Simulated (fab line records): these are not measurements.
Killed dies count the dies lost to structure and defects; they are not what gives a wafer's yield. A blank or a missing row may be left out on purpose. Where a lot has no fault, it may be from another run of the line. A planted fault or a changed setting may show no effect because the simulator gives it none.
Chamber matching ; flow n5-finfet ; 3 sister chambers for N5_BEOL_M4_PRE_CLEAN_60 on cvd-co-01
The step time 15 s. 6 wafers are shown with their chamber, then 12 later ones without.

== WAFERS WITH THEIR CHAMBER ==
wafer;chamber;heater-power-w (W)
L088.4;0;77
L087.2;0;76
L089.5;2;68
L090.2;1;122
L090.3;2;69
L090.5;1;125

== WAFERS WHOSE CHAMBER IS MISSING ==
wafer;heater-power-w (W)
L091.1;70
L091.3;76
L091.5;123
L092.2;76
L092.4;70
L092.5;75
L093.3;78
L093.5;70
L093.6;76
L095.1;77
L095.2;118
L095.4;121

== THE CHAMBER EACH PASSED THROUGH ==
wafer;from the rows above;in truth
L091.1;2;2
L091.3;0;0
L091.5;1;1
L092.2;0;0
L092.4;2;2
L092.5;0;0
L093.3;0;0
L093.5;2;2
L093.6;0;0
L095.1;0;0
L095.2;1;1
L095.4;1;1
Correct placement for 12 of the 12. From these rows, 0 cannot be placed. 0 placed wrongly.
How it was worked out, from the rows above alone: a wafer's distance from a chamber is the root of the sum, over the readings, of the square of ((its reading less the chamber's mean) divided by the reading's scatter). The wafer belongs to the nearest chamber; if the next one is less than 2 further off, it can't be placed. Each chamber's mean is taken over the wafers shown for it. The scatter: the root of (the sum of the squares of (reading less its chamber's mean) over the shown wafers, divided by (wafers less chambers)).
